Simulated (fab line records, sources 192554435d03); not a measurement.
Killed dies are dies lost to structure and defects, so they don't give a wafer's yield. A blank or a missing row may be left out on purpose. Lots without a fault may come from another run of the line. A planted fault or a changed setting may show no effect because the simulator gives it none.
One fault seen from 2 desks | flow n5_finfet | each desk has only its own numbers; what lay behind them comes last

THE TOOL OWNER'S DESK: cmp-03
The tool's own readings at N5_HKMG_FIN_CMP_94 (polishes, stops on SiNx, t overpolish 4.7 s, target thk 43.299 nm): means of the sampled wafers that have a number, for each lot that ran on this tool. A lot is out of limits, marked OUT, if its mean lies more than 4 standard deviations from the usual mean; the brackets give that distance.
Columns: A = head_pressure_psi at N5_HKMG_FIN_CMP_94, usual 4.000 psi; B = motor_current_A at N5_HKMG_FIN_CMP_94, usual 12.5 A; C = retaining_ring_pressure_frac at N5_HKMG_FIN_CMP_94, usual 0.999
lot  | first seen here | A               | B    | C
L626 | day 5 09:43     | 4.001           | 11.2 | 1.004
L635 | day 7 16:24     | 3.798 (-23) OUT | 10.4 | 0.998
L637 | day 8 00:49     | 3.803 (-22) OUT | 11.6 | 1.000
This desk's finding: out of limits on L635, L637; first on L635, day 7 16:24 (head_pressure_psi at N5_HKMG_FIN_CMP_94). In limits: L626.

THE METROLOGY DESK
What the gauges read, lot by lot, whatever tool the lot ran on: means of the sampled wafers that have a number. A lot is out of limits, marked OUT, if its mean lies more than 4 standard deviations from the usual mean; the brackets give that distance. Of its 10 readings 7 are shown: those that lie furthest out on some lot.
Columns: A = DIBL_N at N5_BEOL_M4_RC_MEAS_101, usual 36.2 mV/V; B = IOFF_P at N5_BEOL_M4_RC_MEAS_101, usual 0.22 nA/um; C = ION_N at N5_BEOL_M4_RC_MEAS_101, usual 675 uA/um; D = ION_P at N5_BEOL_M4_RC_MEAS_101, usual 463 uA/um; E = SS_N at N5_BEOL_M4_RC_MEAS_101, usual 71.6 mV/dec; F = VT_N at N5_BEOL_M4_RC_MEAS_101, usual 250 mV; G = VT_P at N5_BEOL_M4_RC_MEAS_101, usual -250 mV
lot  | first seen here | A    | B    | C   | D   | E    | F   | G
L623 | day 7 23:13     | 36.7 | 0.20 | 670 | 456 | 72.3 | 251 | -252
L626 | day 9 02:45     | 34.9 | 0.21 | 655 | 452 | 71.1 | 254 | -250
L635 | day 11 16:21    | 36.1 | 0.16 | 672 | 458 | 71.1 | 254 | -255
L637 | day 12 10:06    | 37.0 | 0.18 | 667 | 454 | 71.4 | 253 | -252
L641 | day 13 01:46    | 34.0 | 0.22 | 670 | 471 | 71.1 | 248 | -245
L644 | day 14 05:23    | 37.7 | 0.20 | 676 | 464 | 71.7 | 250 | -252
This desk's finding: nothing out of limits on any of the 6 lots.

PUT TOGETHER
The tool owner's desk could have raised an alarm at day 7 16:24, on L635, L637.
The metrology desk saw nothing out of limits.
The metrology desk has L635, L637 on record, within its limits.
Of the lots named, all ran N5_HKMG_FIN_CMP_94 on cmp-03.

WHAT THE SIMULATOR HAD PUT IN
Process parameter drift: cmp-03, from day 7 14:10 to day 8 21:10, at N5_HKMG_FIN_CMP_94. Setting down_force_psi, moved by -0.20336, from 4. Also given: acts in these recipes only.
Lots struck among those shown: L635, L637.
Hours from the fault's start to each desk's first reading out of limits: the tool owner's desk, 2.
